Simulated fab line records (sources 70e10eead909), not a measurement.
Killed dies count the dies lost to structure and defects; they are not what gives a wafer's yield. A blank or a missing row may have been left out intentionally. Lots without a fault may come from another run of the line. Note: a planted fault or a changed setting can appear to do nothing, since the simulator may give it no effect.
The tool behind it: which one?	flow nand_harc	11 lots with 33 wafers sampled at 5 steps, on a route of 1159 steps

## WHAT THE GAUGES READ, wafer by wafer
NHARC_END_SORT_01.
lot	measured	on	killed_at_array
L101	day 23 19:01	prober-02	658 28 22

## TOOL THAT RAN EACH LOT (tool first, then ch and the chambers of the sampled wafers, then the start)
lot	NHARC_A_CONTACT_ETCH_118	NHARC_A_CONTACT_ETCH_96	NHARC_A_CONTACT_ETCH_102	NHARC_A_CONTACT_STRIP_55
L983	har_cap_etch-01 ch 0,1, day 16 12:41	rie_diel-12 ch 0,3, day 16 13:54	rie_diel-12 ch 0,1, day 16 14:16	rie_diel-12 ch 1,2,3, no start
L984	har_cap_etch-02 ch 0,1, day 16 13:19	rie_diel-01 ch 0,1,2, day 16 14:38	rie_diel-12 ch 0,3, day 16 15:00	rie_diel-12 ch 0,1, no start
L982	har_cap_etch-01 ch 0,1, day 16 16:49	rie_diel-12 ch 1,2, day 16 17:59	rie_diel-11 ch 0,1,2, day 16 19:45	rie_diel-11 ch 0,2,3, no start
L987	har_cap_etch-02 ch 0,1, day 17 02:05	rie_diel-11 ch 0,3, day 17 03:31	rie_diel-11 ch 2,3, day 17 04:01	rie_diel-11 ch 0,2, no start
L988	har_cap_etch-01 ch 0,1, day 17 06:35	rie_diel-01 ch 0,3, day 17 08:01	rie_diel-11 ch 2,3, day 17 08:27	rie_diel-11 ch 0,3, no start
L989	har_cap_etch-02 ch 0,1, day 18 00:44	rie_diel-01 ch 2,3, day 18 02:12	rie_diel-11 ch 0,1, day 18 02:34	rie_diel-11 ch 0,2,3, no start
L998	har_cap_etch-01 ch 0,1, day 20 08:01	rie_diel-01 ch 0,1,3, day 20 09:11	rie_diel-01 ch 0,1,2, day 20 09:36	rie_diel-01 ch 1,3, no start
L101	har_cap_etch-03 ch 0,1, day 20 16:22	rie_diel-01 ch 0,1,2, day 20 17:35	rie_diel-11 ch 0,1, day 20 18:01	rie_diel-11 ch 0,1,2, day 23 19:01 or earlier
L102	har_cap_etch-03 ch 0,1, day 20 22:22	rie_diel-11 ch 0,2,3, day 20 23:34	rie_diel-11 ch 0,1,2, day 20 23:56	rie_diel-11 ch 2,3, no start
L103	har_cap_etch-01 ch 0,1, day 21 05:43	rie_diel-11 ch 2,3, day 21 06:52	rie_diel-11 ch 0,1,2, day 21 07:15	rie_diel-11 ch 0,1,2, no start
L105	har_cap_etch-03 ch 0, day 22 08:04	rie_diel-11 ch 0,2,3, day 22 09:16	rie_diel-01 ch 1,3, day 22 09:38	rie_diel-01 ch 0,3, no start
- NHARC_A_CONTACT_ETCH_118: etches the open film in C4F8/O2/Ar, time 94 s, target depth 922 nm.
- NHARC_A_CONTACT_ETCH_96: etches the open film in C4F6/O2, target depth 20 nm, time 10 s.
- NHARC_A_CONTACT_ETCH_102: etches the open film in CF4/O2, target depth 70 nm, overetch 7 nm, time 38.5 s.
- NHARC_A_CONTACT_STRIP_55: strips in O2.

## THE ANSWER, worked out from the rows above alone
Rule: the usual values come from the lots themselves. Put in order of their means at a reading, lots are off if they are a third of the lots or fewer, leave a main group of 4 or more, and stand apart from it by a gap of 3 or more times the standard deviation of the main group's means; of several such gaps the widest counts. The tables above print the reading to a certain number of digits; a main group whose means all agree to those digits is not used. A lot without any number at a reading at which 4 lots or more have one is off too. All remaining lots with rows at the step are treated as sound.
Across all readings shown, no lot is off: no conclusion can be drawn from this.

## WHAT THE SIMULATOR HAD PUT IN
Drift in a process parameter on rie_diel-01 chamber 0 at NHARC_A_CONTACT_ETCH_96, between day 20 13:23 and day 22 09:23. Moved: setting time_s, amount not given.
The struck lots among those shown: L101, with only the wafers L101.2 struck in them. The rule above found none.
